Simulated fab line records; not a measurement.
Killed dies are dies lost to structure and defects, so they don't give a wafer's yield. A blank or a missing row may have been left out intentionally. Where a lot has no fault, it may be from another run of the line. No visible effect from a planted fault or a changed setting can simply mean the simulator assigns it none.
Problem report in the 8D (eight disciplines) form, filled by code ; flow nand_harc ; the parts of the form that need people (team, actions taken, sign-off) are left out

1. WHAT WENT WRONG
Mean of killed_at_periphery at NHARC_END_SORT_01: 52 across 6 wafers in 2 lots; on wafers with no fault it is 4 (standard deviation 3.2). Measured from the usual mean, that is +15 standard deviations.
Earliest sighting: wafer L271.1 on prober-01 at day 30 10:31. At this step, 6 wafers from 2 lots have a number in the record. By rule, "out" or "out of limits" means more than 4 standard deviations away from the usual mean. The other wafers with a number count as sound.

2. WHAT IT IS, AND WHAT IT ISN'T
question;is;is not
which readings at this step;killed_at_periphery;killed_at_array, killed_open, killed_short
which lots;L269, L271;-
which wafers of those lots;all that have a number;-
read on which gauges;prober-01, prober-02;-
when;from day 30 10:31;up to then (0 sound wafers)

3. THE SUSPECTS, EACH WITH WHAT RULES IT OUT
Counting: any tool at a process step up to the reading is kept as a suspect provided that every lot that is out went through it and no sound lot did after the first of them.
- ruled out: the gauge at NHARC_END_SORT_01. Those wafers that are out were read across 2 gauges (prober-01, prober-02).
- ald_metal-04 at NHARC_P_CONTACT_ALD_22 (deposits TiN, target thk 3 nm, pulse time 1 s, ald cycles 150): kept. It ran every lot that is out, first L269 (day 11 03:17), and no sound lot after that.
- rtp_anneal-01 at NHARC_A_BONDPAD_ANNEAL_28 (time 90 s): kept. It ran every lot that is out, first L269 (day 28 19:17), and no sound lot after that.
Left after counting: ald_metal-04 at NHARC_P_CONTACT_ALD_22, rtp_anneal-01 at NHARC_A_BONDPAD_ANNEAL_28.

4. THE CAUSE (what the simulator had put in)
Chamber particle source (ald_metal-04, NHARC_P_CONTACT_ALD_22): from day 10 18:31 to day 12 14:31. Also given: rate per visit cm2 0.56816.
This tool is one of the 2 suspects left after counting.

5. THE EFFECT CHAIN, in route order
Each row: a reading where the mean over the struck wafers with a number is more than 3 standard deviations away from the usual. Only readings whose record carries a usual standard deviation are examined. hours: median over the lots of the time between each lot's start at the first step of this table that gives one and its start at this step. sigmas: the change, counted in usual standard deviations.
hours;step;reading;usual;on struck wafers;change;sigmas
0;NHARC_END_SORT_01;killed_at_periphery;4;52;+48;+15

6. HOW IT WOULD HAVE BEEN CAUGHT EARLIER
In this record the first reading out of limits at a measuring or inspecting step was taken at day 30 10:31, 472 hours after the fault began at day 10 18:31.
An alarm limit of 4 standard deviations would not have fired on the tool readings at NHARC_P_CONTACT_ALD_22 for which the record gives a usual standard deviation, since none of them was out on any struck wafer.
By day 30 10:31, every lot that is out (2) had started NHARC_P_CONTACT_ALD_22 on ald_metal-04. Had the tool been put on hold then, not one of them would have been saved.
